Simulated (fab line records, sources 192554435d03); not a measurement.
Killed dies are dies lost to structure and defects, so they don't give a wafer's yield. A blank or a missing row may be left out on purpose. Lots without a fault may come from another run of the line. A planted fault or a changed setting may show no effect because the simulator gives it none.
Which tool did it? | flow n5_finfet | 10 lots, 28 wafers sampled, at 5 steps of a route of 1938

WHAT THE GAUGES READ, wafer by wafer
N5_BEOL_M4_THK_MEAS_01. Usual: M4_ILD_THK 78.7 nm, standard deviation 1.1.
lot  | measured     | on            | M4_ILD_THK (nm) | flag
L837 | day 8 04:16  | film_metro-02 | 77.1 79.0 77.4  |
L838 | day 8 14:32  | film_metro-02 | 77.7 78.8 79.3  |
L839 | day 8 14:48  | film_metro-01 | 77.8 79.3 78.6  |
L840 | day 8 17:27  | film_metro-02 | 79.1 81.1       |
L841 | day 9 13:51  | film_metro-02 | 79.0 79.3       |
L852 | day 12 10:43 | film_metro-02 | 79.3 80.3 79.8  |
L854 | day 13 05:19 | film_metro-01 | 78.2 79.4 79.5  |
L855 | day 13 05:32 | film_metro-01 | 77.6 78.3 78.8  |
L857 | day 13 09:49 | film_metro-01 | 77.8 78.1 78.5  |
L858 | day 13 22:11 | film_metro-02 | 77.4 78.9 78.7  |

N5_BEOL_M4_CD_MEAS_35: target cd 18 nm, target cd y 22.4 nm. Usual: cd_nm 17.94 nm, standard deviation 0.27.
lot  | measured     | on        | cd_nm (nm)        | flag
L837 | day 8 15:55  | cd_sem-02 | 17.82 17.88 17.53 |
L838 | day 9 13:15  | cd_sem-03 | 17.48 17.96 17.19 |
L839 | day 9 16:36  | cd_sem-03 | 17.87 17.64 18.26 |
L840 | day 9 11:59  | cd_sem-03 | 18.10 18.44       |
L841 | day 10 10:20 | cd_sem-03 | 17.41 17.82       |
L852 | day 13 09:10 | cd_sem-03 | 17.93 17.91 17.86 |
L854 | day 13 13:38 | cd_sem-02 | 17.66 17.57 18.10 |
L855 | day 13 13:40 | cd_sem-01 | 18.02 17.90 17.84 |
L857 | day 14 13:59 | cd_sem-01 | 17.85 18.37 17.96 |
L858 | day 14 17:45 | cd_sem-03 | 18.17 18.06 18.20 |

N5_BEOL_M4_RC_MEAS_101. Usual: DIBL_N 35.9 mV/V, standard deviation 1.3; DIBL_P 35.9 mV/V, standard deviation 1.5; IOFF_N 0.152 nA/um, standard deviation 0.023; IOFF_P 0.204 nA/um, standard deviation 0.027; ION_N 673 uA/um, standard deviation 9.2; ION_P 462 uA/um, standard deviation 6.7; SS_N 71.4 mV/dec, standard deviation 0.48; SS_P 73.2 mV/dec, standard deviation 0.55; VT_N 250.3 mV, standard deviation 2.6; VT_P -250.6 mV, standard deviation 3.
lot  | measured     | on        | DIBL_N (mV/V)  | DIBL_P (mV/V)  | IOFF_N (nA/um)    | IOFF_P (nA/um)    | ION_N (uA/um) | ION_P (uA/um) | SS_N (mV/dec)  | SS_P (mV/dec)  | VT_N (mV)         | VT_P (mV)            | flag
L837 | day 8 20:23  | prober-02 | 33.8 33.5 33.9 | 34.7 34.5 35.1 | 0.143 0.133 0.139 | 0.199 0.186 0.199 | 667 672 663   | 461 464 464   | 71.0 71.5 70.9 | 72.4 72.5 72.8 | 250.9 250.1 250.9 | -250.0 -250.8 -250.2 |
L838 | day 9 18:23  | prober-02 | 36.5 35.0 36.1 | 37.3 36.3 37.1 | 0.167 0.150 0.163 | 0.198 0.182 0.197 | 677 679 680   | 461 452 462   | 70.8 71.0 71.5 | 74.3 73.0 73.2 | 249.8 252.0 248.3 | -253.7 -254.3 -251.2 |
L839 | day 9 21:12  | prober-01 | 36.6 35.3 37.3 | 36.6 34.7 38.1 | 0.135 0.122 0.162 | 0.175 0.159 0.214 | 670 676 685   | 456 453 469   | 71.2 70.6 71.8 | 72.8 72.6 73.6 | 253.0 253.1 251.9 | -253.4 -254.0 -250.3 |
L840 | day 9 16:55  | prober-01 | 37.3 36.7      | 37.5 37.1      | 0.167 0.156       | 0.220 0.220       | 662 678       | 460 470       | 71.9 71.8      | 74.8 73.6      | 248.3 248.0       | -250.0 -251.2        |
L841 | day 10 14:52 | prober-02 | 36.6 37.2      | 35.2 36.9      | 0.144 0.167       | 0.217 0.244       | 665 671       | 462 464       | 71.6 72.1      | 73.5 74.2      | 252.7 248.3       | -248.6 -249.5        |
L852 | day 13 14:47 | prober-01 | 36.5 36.6 36.1 | 36.9 37.0 36.0 | 0.146 0.141 0.139 | 0.178 0.178 0.168 | 671 660 674   | 459 451 457   | 70.9 70.4 71.4 | 73.0 72.9 73.4 | 250.3 250.9 249.9 | -251.8 -254.6 -253.8 |
L854 | day 13 17:34 | prober-01 | 36.5 35.8 36.4 | 36.4 35.8 36.3 | 0.174 0.162 0.172 | 0.228 0.218 0.228 | 688 681 677   | 471 469 468   | 71.9 72.0 71.1 | 72.9 72.9 72.5 | 246.3 248.6 245.5 | -248.1 -249.2 -247.2 |
L855 | day 13 17:28 | prober-02 | 36.1 36.2 35.4 | 36.0 36.6 35.8 | 0.162 0.164 0.149 | 0.183 0.187 0.176 | 675 668 669   | 454 455 452   | 71.9 72.0 71.4 | 73.0 73.8 73.1 | 250.0 248.5 250.2 | -253.1 -255.2 -256.0 |
L857 | day 14 19:56 | prober-01 | 41.0 37.6 38.4 | 40.4 35.8 36.5 | 0.248 0.157 0.177 | 0.306 0.216 0.238 | 686 667 669   | 469 459 455   | 72.2 72.2 71.4 | 74.8 73.7 74.4 | 245.1 251.9 249.1 | -245.4 -252.3 -249.1 |
L858 | day 14 22:47 | prober-02 | 35.3 35.2 35.9 | 34.3 34.4 35.3 | 0.134 0.130 0.146 | 0.219 0.216 0.240 | 657 667 678   | 466 471 477   | 71.6 71.4 71.1 | 73.2 72.1 73.7 | 252.8 249.9 251.0 | -247.0 -247.9 -244.7 |

WHICH TOOL RAN EACH LOT (tool, then ch and the chambers of the sampled wafers, then the start)
lot  | N5_BEOL_M4_HM_OPEN_17             | N5_BEOL_M4_ALD_98
L837 | rie_metal-03 ch 0,1, day 8 06:48  | ald_sin-01 ch 2,3, day 8 08:20
L838 | rie_metal-02 ch 0, day 8 16:19    | ald_sin-02 ch 0,1,3, day 8 17:27
L839 | rie_metal-01 ch 0,1, day 8 16:34  | ald_sin-01 ch 0,2,3, day 8 17:30
L840 | rie_metal-01 ch 0, day 8 20:19    | ald_sin-01 ch 1,2, day 8 21:25
L841 | rie_metal-01 ch 0,1, day 9 17:34  | ald_sin-01 ch 1,3, day 9 18:39
L852 | rie_metal-02 ch 0,1, day 12 11:50 | ald_sin-02 ch 0,2,3, day 12 12:48
L854 | rie_metal-01 ch 0,1, day 13 06:28 | ald_sin-01 ch 0,1,2, day 13 07:17
L855 | rie_metal-02 ch 0,1, day 13 06:46 | ald_sin-04 ch 0,2,3, day 13 07:44
L857 | rie_metal-01 ch 0,1, day 13 14:02 | ald_sin-02 ch 0,2,3, day 13 14:57
L858 | rie_metal-03 ch 0, day 14 01:19   | ald_sin-01 ch 2,3, day 14 02:06
- N5_BEOL_M4_HM_OPEN_17: chemistry Cl2/BCl3, target TiN, target depth 20 nm, overetch 6 nm.
- N5_BEOL_M4_ALD_98: deposits SiO2, target thk 2.5 nm, pulse time 1 s, co reactant pulse time 1 s.

WHAT THE TOOLS THEMSELVES READ (means of the sampled wafers that have a number; where no wafer has one, the mark that the record gives instead)
N5_BEOL_M4_HM_OPEN_17. Usual: drypump_motor_current_A 5.6 A, standard deviation 0.38; oes_product_au 0.62 a.u., standard deviation 0.068; throttle_valve_pct 22.31 %, standard deviation 0.27.
lot  | tool         | drypump_motor_current_A (A) | oes_product_au (a.u.) | throttle_valve_pct (%) | flag
L837 | rie_metal-03 | 6.0                         | 0.73                  | 22.09                  |
L838 | rie_metal-02 | 5.3                         | 0.60                  | 22.06                  |
L839 | rie_metal-01 | 5.6                         | 0.56                  | 22.50                  |
L840 | rie_metal-01 | 6.0                         | 0.59                  | 22.15                  |
L841 | rie_metal-01 | 5.7                         | 0.58                  | 22.40                  |
L852 | rie_metal-02 | 5.2                         | 0.62                  | 22.42                  |
L854 | rie_metal-01 | 5.8                         | 0.57                  | 22.33                  |
L855 | rie_metal-02 | 5.2                         | 0.61                  | 22.42                  |
L857 | rie_metal-01 | 5.8                         | 0.56                  | 22.35                  |
L858 | rie_metal-03 | 6.3                         | 0.66                  | 22.16                  |

N5_BEOL_M4_ALD_98. Usual: heater_power_w 80 W, standard deviation 7.8; precursor_pulse_height_rel 1.002, standard deviation 0.019.
lot  | tool       | heater_power_w (W) | precursor_pulse_height_rel | flag
L837 | ald_sin-01 | 73                 | 0.996                      |
L838 | ald_sin-02 | 79                 | 0.997                      |
L839 | ald_sin-01 | 72                 | 0.991                      |
L840 | ald_sin-01 | 78                 | 0.993                      |
L841 | ald_sin-01 | 78                 | 1.012                      |
L852 | ald_sin-02 | 83                 | 1.008                      |
L854 | ald_sin-01 | 77                 | 1.015                      |
L855 | ald_sin-04 | 83                 | 0.987                      |
L857 | ald_sin-02 | 84                 | 1.005                      |
L858 | ald_sin-01 | 72                 | 0.987                      |

THE ANSWER, worked out from the rows above alone
Rule: a lot is off if the mean of its wafers that have a number lies more than 3 standard deviations from the usual mean. A lot without any number at a reading at which 4 lots or more have one is off too. The other lots that the step has rows for count as sound. The gauges are gone through in route order, then the tools' own readings, and for those a lot's mean is taken as printed above. The first step at which some lot is off is used, and at that step the reading that is off furthest; a lot without a number counts as furthest.
No lot is off at any reading shown: from this, nothing can be told.

WHAT THE SIMULATOR HAD PUT IN
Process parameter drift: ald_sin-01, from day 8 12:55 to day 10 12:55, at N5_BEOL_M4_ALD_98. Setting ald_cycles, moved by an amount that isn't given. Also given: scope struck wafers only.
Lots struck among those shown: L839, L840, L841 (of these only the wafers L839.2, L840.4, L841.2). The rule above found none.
